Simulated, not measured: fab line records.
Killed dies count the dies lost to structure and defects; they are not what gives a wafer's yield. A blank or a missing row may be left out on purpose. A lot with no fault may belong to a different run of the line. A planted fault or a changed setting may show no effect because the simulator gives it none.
What tool caused it? :: flow n5-finfet :: 30 wafers from 10 lots sampled at 5 of the route's 1938 steps

## WHAT THE GAUGES SHOWED, per wafer
N5_BEOL_M0_SAQP_INSPECT_42: inspects for defects (brightfield). Usual: raw-defect-count at 289, with a standard deviation of 73.
lot: L424
measured: day 5 22:46
on: defect-inspect-02
raw-defect-count: 267 277 354
flag: 

lot: L427
measured: day 6 18:16
on: defect-inspect-01
raw-defect-count: 205 280 208
flag: 

lot: L430
measured: day 7 10:39
on: defect-inspect-01
raw-defect-count: 270 261 182
flag: 

lot: L433
measured: day 8 02:35
on: defect-inspect-02
raw-defect-count: 269 278 163
flag: 

lot: L434
measured: day 8 15:53
on: defect-inspect-02
raw-defect-count: 293 329 228
flag: 

lot: L436
measured: day 9 00:11
on: defect-inspect-01
raw-defect-count: 265 165 243
flag: 

lot: L437
measured: day 9 02:37
on: defect-inspect-02
raw-defect-count: 348 312 425
flag: 

lot: L441
measured: day 10 05:48
on: defect-inspect-01
raw-defect-count: 245 198 403
flag: 

lot: L442
measured: day 10 10:03
on: defect-inspect-02
raw-defect-count: 261 301 425
flag: 

lot: L443
measured: day 10 14:11
on: defect-inspect-01
raw-defect-count: 276 373 196
flag: 

N5_BEOL_M4_RC_MEAS_101. Usual: DIBL_N 36.4 mV/V, standard deviation 1.4; DIBL_P 36.4 mV/V, standard deviation 1.5; IOFF_N 0.156 nA/um, standard deviation 0.022; IOFF_P 0.210 nA/um, standard deviation 0.023; ION_N 675 uA/um, standard deviation 9.1; ION_P 463 uA/um, standard deviation 5.7; SS_N 71.6 mV/dec, standard deviation 0.45; SS_P 73.3 mV/dec, standard deviation 0.56; VT_N 250 mV, standard deviation 3.1; VT_P -250.3 mV, standard deviation 2.3.
lot: L424
measured: day 9 10:19
on: prober-01
DIBL_N (mV/V): 36.4 34.4 35.7
DIBL_P (mV/V): 38.4 36.0 37.3
IOFF_N (nA/um): 0.172 0.147 0.159
IOFF_P (nA/um): 0.220 0.183 0.201
ION_N (uA/um): 680 676 680
ION_P (uA/um): 464 466 463
SS_N (mV/dec): 71.4 71.8 71.4
SS_P (mV/dec): 73.1 73.3 73.2
VT_N (mV): 248 251 252
VT_P (mV): -247.6 -254.1 -251.3
flag: 

lot: L427
measured: day 10 05:55
on: prober-01
DIBL_N (mV/V): 34.3 34.1 35.5
DIBL_P (mV/V): 35.6 34.4 36.1
IOFF_N (nA/um): 0.126 0.120 0.141
IOFF_P (nA/um): 0.196 0.192 0.218
ION_N (uA/um): 674 677 673
ION_P (uA/um): 469 472 472
SS_N (mV/dec): 70.8 71.4 71.5
SS_P (mV/dec): 72.6 72.4 73.1
VT_N (mV): 250 254 248
VT_P (mV): -251.6 -249.2 -245.6
flag: 

lot: L430
measured: day 10 18:31
on: prober-02
DIBL_N (mV/V): 37.4 37.6 37.8
DIBL_P (mV/V): 37.3 37.7 37.5
IOFF_N (nA/um): 0.160 0.155 0.163
IOFF_P (nA/um): 0.195 0.200 0.206
ION_N (uA/um): 667 667 670
ION_P (uA/um): 455 455 464
SS_N (mV/dec): 71.1 71.7 71.4
SS_P (mV/dec): 73.6 73.8 73.9
VT_N (mV): 248 253 249
VT_P (mV): -254.0 -252.8 -251.3
flag: 

lot: L433
measured: day 11 17:06
on: prober-02
DIBL_N (mV/V): 37.6 38.0 37.2
DIBL_P (mV/V): 37.8 38.8 37.7
IOFF_N (nA/um): 0.163 0.179 0.159
IOFF_P (nA/um): 0.190 0.210 0.185
ION_N (uA/um): 677 678 670
ION_P (uA/um): 453 461 452
SS_N (mV/dec): 72.0 72.1 71.9
SS_P (mV/dec): 73.5 73.9 73.5
VT_N (mV): 249 250 249
VT_P (mV): -252.8 -250.8 -255.0
flag: 

lot: L434
measured: day 12 00:41
on: prober-02
DIBL_N (mV/V): 34.5 36.2 36.8
DIBL_P (mV/V): 34.7 36.8 37.5
IOFF_N (nA/um): 0.114 0.140 0.153
IOFF_P (nA/um): 0.184 0.209 0.223
ION_N (uA/um): 654 658 669
ION_P (uA/um): 456 456 466
SS_N (mV/dec): 71.6 72.5 72.0
SS_P (mV/dec): 72.0 73.3 72.7
VT_N (mV): 259 254 254
VT_P (mV): -250.2 -248.9 -249.1
flag: 

lot: L436
measured: day 12 11:01
on: prober-01
DIBL_N (mV/V): 39.9 36.8 38.7
DIBL_P (mV/V): 36.8 32.7 35.2
IOFF_N (nA/um): 0.185 0.114 0.155
IOFF_P (nA/um): 0.245 0.179 0.214
ION_N (uA/um): 683 657 676
ION_P (uA/um): 464 461 465
SS_N (mV/dec): 70.8 70.9 71.2
SS_P (mV/dec): 73.8 72.2 73.6
VT_N (mV): 248 254 250
VT_P (mV): -249.2 -251.9 -249.4
flag: 

lot: L437
measured: day 12 14:11
on: prober-02
DIBL_N (mV/V): 34.3 34.9 35.4
DIBL_P (mV/V): 34.7 35.8 36.5
IOFF_N (nA/um): 0.131 0.144 0.149
IOFF_P (nA/um): 0.183 0.193 0.196
ION_N (uA/um): 677 670 668
ION_P (uA/um): 454 459 457
SS_N (mV/dec): 71.0 72.1 71.8
SS_P (mV/dec): 72.3 73.5 73.2
VT_N (mV): 253 251 254
VT_P (mV): -253.8 -255.0 -253.3
flag: 

lot: L441
measured: day 13 18:05
on: prober-02
DIBL_N (mV/V): 39.0 37.2 37.0
DIBL_P (mV/V): 37.6 35.8 35.3
IOFF_N (nA/um): 0.191 0.156 0.150
IOFF_P (nA/um): 0.251 0.227 0.210
ION_N (uA/um): 683 678 674
ION_P (uA/um): 470 469 462
SS_N (mV/dec): 72.0 71.0 71.3
SS_P (mV/dec): 73.5 73.2 73.4
VT_N (mV): 250 251 253
VT_P (mV): -247.7 -247.3 -249.9
flag: 

lot: L442
measured: day 13 23:07
on: prober-02
DIBL_N (mV/V): 34.7 34.6 33.9
DIBL_P (mV/V): 36.0 35.4 34.7
IOFF_N (nA/um): 0.134 0.130 0.116
IOFF_P (nA/um): 0.192 0.187 0.168
ION_N (uA/um): 678 661 665
ION_P (uA/um): 465 459 456
SS_N (mV/dec): 71.1 71.7 71.0
SS_P (mV/dec): 72.3 72.1 72.4
VT_N (mV): 252 251 254
VT_P (mV): -251.0 -251.1 -252.2
flag: 

lot: L443
measured: day 14 03:29
on: prober-02
DIBL_N (mV/V): 35.8 34.8 35.5
DIBL_P (mV/V): 35.7 34.3 35.9
IOFF_N (nA/um): 0.152 0.131 0.142
IOFF_P (nA/um): 0.211 0.188 0.224
ION_N (uA/um): 673 672 673
ION_P (uA/um): 468 465 467
SS_N (mV/dec): 71.3 71.2 71.6
SS_P (mV/dec): 73.6 73.3 73.2
VT_N (mV): 252 251 252
VT_P (mV): -248.7 -250.2 -248.7
flag: 

## EACH LOT AND THE TOOL THAT RAN IT (in order: tool; ch and the chambers of the sampled wafers; start)
lot: L424
N5_BEOL_M0_SAQP_SPACER1_ALD_98: ald-sin-02 ch 2,3, day 5 17:52
N5_BEOL_M0_SAQP_MANDREL2_REMOVE_110: rie-si-03 ch 0,1,2, day 5 22:16
N5_BEOL_M0_SAQP_COAT_34: litho-track-01 ch 0, day 5 22:25

lot: L427
N5_BEOL_M0_SAQP_SPACER1_ALD_98: ald-sin-01 ch 1,3, day 6 15:26
N5_BEOL_M0_SAQP_MANDREL2_REMOVE_110: rie-si-02 ch 1,2,3, day 6 17:45
N5_BEOL_M0_SAQP_COAT_34: litho-track-02 ch 0, day 6 17:55

lot: L430
N5_BEOL_M0_SAQP_SPACER1_ALD_98: ald-sin-01 ch 0,2, day 7 07:14
N5_BEOL_M0_SAQP_MANDREL2_REMOVE_110: rie-si-02 ch 0,1, day 7 10:01
N5_BEOL_M0_SAQP_COAT_34: litho-track-05 ch 0, day 7 10:10

lot: L433
N5_BEOL_M0_SAQP_SPACER1_ALD_98: ald-sin-01 ch 2,3, day 7 23:09
N5_BEOL_M0_SAQP_MANDREL2_REMOVE_110: rie-si-01 ch 0,2, day 8 01:57
N5_BEOL_M0_SAQP_COAT_34: litho-track-05 ch 0, day 8 02:06

lot: L434
N5_BEOL_M0_SAQP_SPACER1_ALD_98: ald-sin-03 ch 0,3, day 8 12:20
N5_BEOL_M0_SAQP_MANDREL2_REMOVE_110: rie-si-02 ch 1,2, day 8 15:23
N5_BEOL_M0_SAQP_COAT_34: litho-track-02 ch 0, day 8 15:32

lot: L436
N5_BEOL_M0_SAQP_SPACER1_ALD_98: ald-sin-02 ch 0,2,3, day 8 19:14
N5_BEOL_M0_SAQP_MANDREL2_REMOVE_110: rie-si-01 ch 1,2,3, day 8 23:32
N5_BEOL_M0_SAQP_COAT_34: litho-track-01 ch 0, day 8 23:41

lot: L437
N5_BEOL_M0_SAQP_SPACER1_ALD_98: ald-sin-02 ch 1,2, day 8 23:08
N5_BEOL_M0_SAQP_MANDREL2_REMOVE_110: rie-si-01 ch 0,2,3, day 9 01:59
N5_BEOL_M0_SAQP_COAT_34: litho-track-05 ch 0, day 9 02:08

lot: L441
N5_BEOL_M0_SAQP_SPACER1_ALD_98: ald-sin-01 ch 0,2,3, day 10 02:39
N5_BEOL_M0_SAQP_MANDREL2_REMOVE_110: rie-si-02 ch 0,2,3, day 10 05:17
N5_BEOL_M0_SAQP_COAT_34: litho-track-05 ch 0, day 10 05:26

lot: L442
N5_BEOL_M0_SAQP_SPACER1_ALD_98: ald-sin-03 ch 0,1,3, day 10 07:10
N5_BEOL_M0_SAQP_MANDREL2_REMOVE_110: rie-si-02 ch 0,2,3, day 10 09:32
N5_BEOL_M0_SAQP_COAT_34: litho-track-02 ch 0, day 10 09:41

lot: L443
N5_BEOL_M0_SAQP_SPACER1_ALD_98: ald-sin-02 ch 1,2,3, day 10 11:15
N5_BEOL_M0_SAQP_MANDREL2_REMOVE_110: rie-si-02 ch 1,2, day 10 13:41
N5_BEOL_M0_SAQP_COAT_34: litho-track-02 ch 0, day 10 13:50
- N5_BEOL_M0_SAQP_SPACER1_ALD_98: deposits SiO2, target thk 12.8 nm, pulse time 1 s, purge time 2 s.
- N5_BEOL_M0_SAQP_MANDREL2_REMOVE_110: chemistry HBr/Cl2/O2, target a-Si, stops on SiCN, bt time 10 s.
- N5_BEOL_M0_SAQP_COAT_34: resist thk 30 nm.

## AS READ BY THE TOOLS THEMSELVES (means over the sampled wafers that have a number; for cases with no such wafer, the mark the record gives instead)
N5_BEOL_M0_SAQP_SPACER1_ALD_98. Usual: heater-power-outer-w 274 W, standard deviation 26; heater-power-w 484 W, standard deviation 42; precursor-pulse-height-rel 1.001, standard deviation 0.019.
lot: L424
tool: ald-sin-02
heater-power-outer-w (W): 272
heater-power-w (W): 466
precursor-pulse-height-rel: 0.986
flag: 

lot: L427
tool: ald-sin-01
heater-power-outer-w (W): 285
heater-power-w (W): 539
precursor-pulse-height-rel: 0.995
flag: 

lot: L430
tool: ald-sin-01
heater-power-outer-w (W): 269
heater-power-w (W): 453
precursor-pulse-height-rel: 1.013
flag: 

lot: L433
tool: ald-sin-01
heater-power-outer-w (W): 260
heater-power-w (W): 486
precursor-pulse-height-rel: 0.999
flag: 

lot: L434
tool: ald-sin-03
heater-power-outer-w (W): 280
heater-power-w (W): 502
precursor-pulse-height-rel: 0.994
flag: 

lot: L436
tool: ald-sin-02
heater-power-outer-w (W): 278
heater-power-w (W): 486
precursor-pulse-height-rel: 0.990
flag: 

lot: L437
tool: ald-sin-02
heater-power-outer-w (W): 278
heater-power-w (W): 475
precursor-pulse-height-rel: 1.000
flag: 

lot: L441
tool: ald-sin-01
heater-power-outer-w (W): 269
heater-power-w (W): 490
precursor-pulse-height-rel: 1.011
flag: 

lot: L442
tool: ald-sin-03
heater-power-outer-w (W): 285
heater-power-w (W): 493
precursor-pulse-height-rel: 0.998
flag: 

lot: L443
tool: ald-sin-02
heater-power-outer-w (W): 275
heater-power-w (W): 467
precursor-pulse-height-rel: 1.014
flag: 

N5_BEOL_M0_SAQP_MANDREL2_REMOVE_110. Usual: drypump-motor-current-A 6.0 A, standard deviation 0.39; mfc-cl2-sccm 79.99 sccm, standard deviation 0.23; oes-product-au 0.993 a.u., standard deviation 0.012; throttle-valve-pct 36.62 %, standard deviation 0.25.
lot: L424
tool: rie-si-03
drypump-motor-current-A (A): 6.0
mfc-cl2-sccm (sccm): 79.95
oes-product-au (a.u.): 0.990
throttle-valve-pct (%): 36.49
flag: 

lot: L427
tool: rie-si-02
drypump-motor-current-A (A): 6.2
mfc-cl2-sccm (sccm): 80.10
oes-product-au (a.u.): 0.995
throttle-valve-pct (%): 36.79
flag: 

lot: L430
tool: rie-si-02
drypump-motor-current-A (A): 5.7
mfc-cl2-sccm (sccm): 80.21
oes-product-au (a.u.): 0.995
throttle-valve-pct (%): 36.60
flag: 

lot: L433
tool: rie-si-01
drypump-motor-current-A (A): 6.1
mfc-cl2-sccm (sccm): 80.07
oes-product-au (a.u.): 0.997
throttle-valve-pct (%): 36.80
flag: 

lot: L434
tool: rie-si-02
drypump-motor-current-A (A): 6.2
mfc-cl2-sccm (sccm): 80.00
oes-product-au (a.u.): 0.997
throttle-valve-pct (%): 36.60
flag: 

lot: L436
tool: rie-si-01
drypump-motor-current-A (A): 6.1
mfc-cl2-sccm (sccm): 79.73
oes-product-au (a.u.): 0.991
throttle-valve-pct (%): 36.68
flag: 

lot: L437
tool: rie-si-01
drypump-motor-current-A (A): 6.2
mfc-cl2-sccm (sccm): 80.11
oes-product-au (a.u.): 0.980
throttle-valve-pct (%): 36.83
flag: 

lot: L441
tool: rie-si-02
drypump-motor-current-A (A): 6.4
mfc-cl2-sccm (sccm): 80.00
oes-product-au (a.u.): 1.010
throttle-valve-pct (%): 36.82
flag: 

lot: L442
tool: rie-si-02
drypump-motor-current-A (A): 6.4
mfc-cl2-sccm (sccm): 80.25
oes-product-au (a.u.): 1.007
throttle-valve-pct (%): 36.82
flag: 

lot: L443
tool: rie-si-02
drypump-motor-current-A (A): 5.9
mfc-cl2-sccm (sccm): 80.00
oes-product-au (a.u.): 0.996
throttle-valve-pct (%): 36.58
flag: 

N5_BEOL_M0_SAQP_COAT_34. Usual: spin-speed-rpm at 1500.2 rpm, with a standard deviation of 1.
lot: L424
tool: litho-track-01
spin-speed-rpm (rpm): 1498.8
flag: 

lot: L427
tool: litho-track-02
spin-speed-rpm (rpm): 1501.1
flag: 

lot: L430
tool: litho-track-05
spin-speed-rpm (rpm): 1500.3
flag: 

lot: L433
tool: litho-track-05
spin-speed-rpm (rpm): 1499.7
flag: 

lot: L434
tool: litho-track-02
spin-speed-rpm (rpm): 1500.9
flag: 

lot: L436
tool: litho-track-01
spin-speed-rpm (rpm): 1499.2
flag: 

lot: L437
tool: litho-track-05
spin-speed-rpm (rpm): 1262.4
flag: OFF

lot: L441
tool: litho-track-05
spin-speed-rpm (rpm): 1263.2
flag: OFF

lot: L442
tool: litho-track-02
spin-speed-rpm (rpm): 1500.6
flag: 

lot: L443
tool: litho-track-02
spin-speed-rpm (rpm): 1500.8
flag: 

## THE ANSWER, worked out from the rows above alone
Rule: lot off if the mean of its wafers having a number is beyond 3 standard deviations from the usual mean. A lot without any number at a reading at which 4 lots or more have one is off too. All remaining lots with rows at the step are treated as sound. Order of review: gauges by route order, followed by the tools' own readings, for which a lot's mean as printed above is used. At the first step where some lot is off, the reading lying furthest off is the one used; lots without a number count as furthest.
Off: L437, L441 (N5_BEOL_M0_SAQP_COAT_34, spin-speed-rpm).
A tool fits if, at that step or a process step before it, it ran every lot that is off, and no sound lot after the first of them. One candidate fits, namely litho-track-05 at N5_BEOL_M0_SAQP_COAT_34. Its last sound lot is L433 (day 8 02:06), its first lot that is off L437 (day 9 02:08): a fault that began between those two fits.
On the lots that are off, the tool's own readings at N5_BEOL_M0_SAQP_COAT_34 differ by more than 5 times the standard deviation of the sound lots' means, which bears it out; spin-speed-rpm reads 1262.8 rpm there versus 1500.2 rpm on the sound lots.

## WHAT WAS PUT IN BY THE SIMULATOR
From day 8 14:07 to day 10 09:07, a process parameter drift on litho-track-05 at N5_BEOL_M0_SAQP_COAT_34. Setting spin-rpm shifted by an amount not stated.
Lots struck among those shown: L437, L441. Same finding as the rule above.
